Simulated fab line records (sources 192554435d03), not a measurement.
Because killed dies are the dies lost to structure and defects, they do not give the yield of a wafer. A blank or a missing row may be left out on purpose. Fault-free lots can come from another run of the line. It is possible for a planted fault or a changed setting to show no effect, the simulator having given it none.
Chamber matching    flow n5Finfet    N5_BEOL_M8_ALD_77 on aldMetal-03: 4 sister chambers
The step deposits TaN, target thk 2 nm, pulse time 2 s, purge time 3 s. 4 wafers are shown with their chamber, then 10 later ones without.

WAFERS, EACH WITH ITS CHAMBER
wafer   chamber  heaterPowerW (W)
L080.4  3        420
L084.6  1        386
L087.3  2        431
L087.4  0        369

WAFERS MISSING THEIR CHAMBER
wafer   heaterPowerW (W)
L087.5  377
L090.2  385
L090.5  414
L090.6  427
L089.1  426
L089.5  446
L089.6  382
L097.1  423
L097.3  388
L097.5  415

WHICH CHAMBER EACH WENT THROUGH
wafer   from the rows above      in truth
L087.5  can't be placed: 0 or 1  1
L090.2  1                        1
L090.5  can't be placed: 3 or 2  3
L090.6  can't be placed: 2 or 3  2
L089.1  can't be placed: 2 or 3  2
L089.5  can't be placed: 2 or 3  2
L089.6  can't be placed: 1 or 0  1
L097.1  can't be placed: 3 or 2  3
L097.3  1                        1
L097.5  can't be placed: 3 or 2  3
Correct placement for 2 of the 10. Can't be placed from these rows: 8 (the true chamber is among the candidates in 8). 0 placed wrongly.
How it was worked out, from the rows above alone: a wafer's distance from a chamber is the root of the sum, over the readings, of the square of ((its reading less the chamber's mean) divided by the reading's scatter). If the next closest chamber is less than 2 further off than the closest, the wafer can't be placed; otherwise it belongs to the closest. For every chamber, the mean is computed from those of its wafers that are shown. The scatter: root of mean squared gap, hidden wafer to nearest shown wafer, with one shown wafer a chamber.
